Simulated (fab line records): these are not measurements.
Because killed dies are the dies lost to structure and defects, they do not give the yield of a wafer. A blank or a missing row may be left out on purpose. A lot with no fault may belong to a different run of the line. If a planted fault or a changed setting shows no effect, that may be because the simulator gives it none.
Which tool is to blame? -- flow nand harc -- 7 lots, 21 wafers sampled, at 1 step of a route of 1159

WHAT THE GAUGES READ, wafer by wafer
NHARC_A_CONTACT_OVL_MEAS_09.
lot,measured,on,overlay x nm (nm)
L234,day 16 16:55,overlay-02,0.4 1.3 0.6
L236,day 17 05:23,overlay-01,-0.7 -0.4 -0.6
L240,day 18 00:16,overlay-02,-0.2 -0.1 -0.4
L243,day 18 16:46,overlay-02,0.1 -0.3 -0.4
L247,day 20 05:22,overlay-02,0.7 0.6 0.9
L253,day 21 08:36,overlay-01,-0.8 -1.3 -1.5
L257,day 23 00:57,overlay-01,0.5 0.8 0.7

EACH LOT AND THE TOOL THAT RAN IT (in order: tool; ch and the chambers of the sampled wafers; start)
The record holds no process step before these readings.

THE ANSWER, worked out from the rows above alone
Rule: what is usual is taken from the lots themselves. Put in order of their means at a reading, lots are off if they are a third of the lots or fewer, leave a main group of 4 or more, and stand apart from it by a gap of 3 or more times the standard deviation of the main group's means; of several such gaps the widest counts. Not used: any main group whose means are identical at the precision the tables above print for the reading. Also off: a lot with no number at a reading for which 4 or more lots have one. Any other lot the step has rows for is counted as sound.
No lot is off on any of the readings shown, so nothing can be concluded from this.

WHAT WAS PUT IN BY THE SIMULATOR
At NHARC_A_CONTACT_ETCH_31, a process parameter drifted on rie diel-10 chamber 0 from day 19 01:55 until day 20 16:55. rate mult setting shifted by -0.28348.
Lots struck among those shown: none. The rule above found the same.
